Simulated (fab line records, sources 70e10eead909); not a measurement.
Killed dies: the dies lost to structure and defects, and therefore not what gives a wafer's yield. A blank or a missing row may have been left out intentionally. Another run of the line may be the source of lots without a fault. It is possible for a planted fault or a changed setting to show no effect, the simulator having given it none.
Matching of chambers	flow nand-harc	4 sister chambers for NHARC_A_STAIRCASE_DESCUM_252 on rie-diel-09
The step chemistry O2, time 3 s. 22 wafers are shown with their chamber, then 11 later ones without.

EACH WAFER AND ITS CHAMBER
wafer	chamber	drypump-motor-current-A (A)	showerhead-plenum-p-Torr (Torr)	rf-vpp-V (V)
L076.1	3	4.9	1.97	59.3
L076.3	2	6.0	1.90	57.0
L076.5	2	6.0	1.90	58.3
L080.1	0	6.3	1.85	56.9
L080.2	1	5.3	1.86	56.6
L080.6	1	5.2	1.86	56.4
L079.1	3	5.0	1.97	58.0
L079.5	2	6.0	1.90	59.0
L079.6	1	5.3	1.86	57.2
L081.2	3	5.0	1.97	58.5
L081.3	0	6.3	1.85	57.3
L081.5	1	5.3	1.85	57.6
L088.1	2	6.0	1.89	59.1
L088.2	0	6.3	1.84	56.7
L088.3	1	5.2	1.85	58.7
L087.2	3	5.0	1.96	58.1
L087.5	1	5.3	1.85	57.7
L087.6	2	6.0	1.89	56.9
L089.1	2	6.0	1.89	56.5
L089.3	3	5.0	1.96	58.5
L089.5	1	5.3	1.85	56.2
L090.3	0	6.2	1.84	57.1

SIGNATURES (averages over the wafers above)
reading	chamber 0	chamber 1	chamber 2	chamber 3	scatter within a chamber
drypump-motor-current-A	6.275	5.271	6.000	4.980	0.0407
showerhead-plenum-p-Torr	1.8450	1.8543	1.8950	1.9660	0.00548
rf-vpp-V	57.000	57.200	57.800	58.480	0.831
Rule: for a wafer and a chamber, the distance is found by dividing, reading by reading, the gap between the wafer's reading and the chamber's mean by the reading's scatter, squaring, summing and taking the root. If the next closest chamber is less than 2 further off than the closest, the wafer can't be placed; otherwise it belongs to the closest. How the scatter is found: for the shown wafers, subtract from each reading the mean of its chamber, square and add these, divide the total by (wafers less chambers), then take the root.

WAFERS WITH NO CHAMBER GIVEN
wafer	drypump-motor-current-A (A)	showerhead-plenum-p-Torr (Torr)	rf-vpp-V (V)
L090.4	6.0	1.89	56.5
L090.6	5.2	1.84	56.8
L092.1	5.3	1.84	57.4
L092.5	6.3	1.84	58.2
L092.6	5.3	1.84	58.8
L091.2	6.0	1.89	57.6
L091.5	5.0	1.96	59.5
L091.6	6.3	1.84	58.2
L093.1	6.0	1.88	58.0
L093.3	6.3	1.84	56.8
L093.6	5.2	1.84	57.1

EACH ONE'S CHAMBER
wafer	from the rows above	in truth
L090.4	2	2
L090.6	1	1
L092.1	1	1
L092.5	0	0
L092.6	1	1
L091.2	2	2
L091.5	3	3
L091.6	0	0
L093.1	2	2
L093.3	0	0
L093.6	1	1
Correctly placed: 11 of 11. Can't be placed from these rows: 0. Wrongly placed: 0.
